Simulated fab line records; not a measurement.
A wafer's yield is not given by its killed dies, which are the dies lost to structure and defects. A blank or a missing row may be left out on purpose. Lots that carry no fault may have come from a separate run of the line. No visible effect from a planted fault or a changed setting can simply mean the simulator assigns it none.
Split-lot study	flow n5_finfet	21 wafers read from 7 lots, route of 1938 steps

== ABOUT THE SPLIT ==
At N5_BEOL_M6_HM_DEP_02 (deposits TiN, target thk 20 nm), the setting target_thk_a was moved away from the recipe's 200 angstrom on 5 of the 21 wafers read, by -3.7% to +11.2%. All remaining wafers had this setting at the recipe value.

== FROM THE SPLIT TO THE READING: what the file shows between them, 5 steps ==
- N5_BEOL_M6_COAT_59: time 60 s, resist thk 100 nm
- N5_BEOL_M6_COAT_60: time 60 s, resist thk 35 nm
- N5_BEOL_M6_STRIP_68: strips in N2/H2
- N5_BEOL_M6_STRIP_67: strips in CF4
- N5_BEOL_M6_HM_OPEN_17: chemistry Cl2/BCl3, target TiN, target depth 20 nm, overetch 6 nm

== THE READING ==
TiN_of_BEOL_M6_HM_DEP_02.thk_nm (the simulator's own value, which no gauge read), in nm, at N5_BEOL_M6_TRENCH_ETCH_37 (etches SiCOH lowk in C4F6/O2, target depth 94.435 nm, time 31.5 s). There is no usual value for it anywhere in the file. Here, 16 wafers ran the recipe; their average is 17.3 nm with a standard deviation of 0.21 nm.

wafer	tool, chamber at the split	target_thk_a as run, angstrom	against the recipe	TiN_of_BEOL_M6_HM_DEP_02.thk_nm, nm	against lot-mates on the recipe
L080.2	pvd_sputter-03, -	200	recipe	17.2	-
L080.4	pvd_sputter-03, -	200	recipe	17	-
L080.6	pvd_sputter-03, -	200	recipe	17	-
L082.1	pvd_sputter-03, -	200	recipe	17.2	-
L082.2	pvd_sputter-03, -	200	recipe	17.8	-
L082.3	pvd_sputter-03, -	219.7	+9.9%	19.2	+1.7
L083.1	pvd_sputter-02, -	200	recipe	17.4	-
L083.2	pvd_sputter-02, -	192.7	-3.7%	16.8	-0.4
L083.5	pvd_sputter-02, -	200	recipe	17	-
L086.1	pvd_sputter-01, -	200	recipe	17.2	-
L086.3	pvd_sputter-01, -	222.4	+11.2%	19.8	+2.5
L086.6	pvd_sputter-01, -	200	recipe	17.4	-
L091.2	pvd_sputter-02, -	200	recipe	17.2	-
L091.4	pvd_sputter-02, -	200	recipe	17.2	-
L091.6	pvd_sputter-02, -	200	recipe	17.4	-
L090.2	pvd_sputter-02, -	208.3	+4.2%	18.2	+0.8
L090.4	pvd_sputter-02, -	200	recipe	17.4	-
L090.6	pvd_sputter-02, -	200	recipe	17.4	-
L094.3	pvd_sputter-03, -	200	recipe	17	-
L094.5	pvd_sputter-03, -	200	recipe	17.4	-
L094.6	pvd_sputter-03, -	193	-3.5%	16.4	-0.8

THE FIT
A straight line over all 21 wafers: TiN_of_BEOL_M6_HM_DEP_02.thk_nm changes by +0.211 nm for each +1% of target_thk_a; r = +0.96; the points scatter about the line by 0.21 nm.
The same after taking each lot's own level away (the mean of its wafers on the recipe; 21 wafers): +0.196 nm for each +1%; r = +0.97; scatter 0.19 nm.
The reading moves by 2.2 nm for the largest change in target_thk_a, on that fit.
Across the lots, their own levels run from 17.07 to 17.50 nm, a range of 2.1 times the standard deviation given above.
The two slopes are in agreement: the lot-to-lot level therefore moves the slope only a little.
Check: for one of the wafers moved furthest among these (+11.2%), held out of the fit, the line's prediction against its lot-mates is +1.95 nm. Against them it came out at +2.5 nm.

== ADDITIONAL SPLITS CARRIED BY THESE WAFERS ==
Other splits were also applied to these wafers ahead of the reading. Each is held against what the fit with the lots' levels taken away leaves over:
other split on the same wafers	wafers away from the commonest value	r with TiN_of_BEOL_M6_HM_DEP_02.thk_nm (lot level and that fit taken away)
N5_BEOL_M2_TRENCH_ETCH_37 time_s	8	-0.46
N5_BEOL_M3_EXPOSE_25 dose_mj	7	-0.02
N5_BEOL_M4_ETCH_70 time_s	6	-0.25
N5_BEOL_M5_COAT_05 spin_rpm	6	-0.06
N5_BEOL_M5_ETCH_72 bias_w	8	+0.39

== THE WHOLE CHAIN: every reading that the file lists as answering this split, in the file's order ==
step	what it does	reading	change (the file's fit)	r (the file's)
N5_BEOL_M6_HM_DEP_02	deposits TiN, target thk 20 nm	TiN_of_BEOL_M6_HM_DEP_02.thk_nm (the simulator's own value, which no gauge read)	+0.211 nm for each +1% of the setting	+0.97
N5_BEOL_M6_HM_OPEN_17	chemistry Cl2/BCl3, target TiN, target depth 20 nm, overetch 6 nm	etch.depth_nm (the simulator's own value, which no gauge read)	+0.212 nm for each +1% of the setting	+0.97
N5_BEOL_M6_TRENCH_ETCH_37	etches SiCOH lowk in C4F6/O2, target depth 94.435 nm, time 31.5 s	TiN_of_BEOL_M6_HM_DEP_02.thk_nm (the simulator's own value, which no gauge read)	+0.197 nm for each +1% of the setting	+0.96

== THE FILE'S OWN FIT ==
TiN_of_BEOL_M6_HM_DEP_02.thk_nm changes by +0.197 nm for each +1% of target_thk_a, r = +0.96.
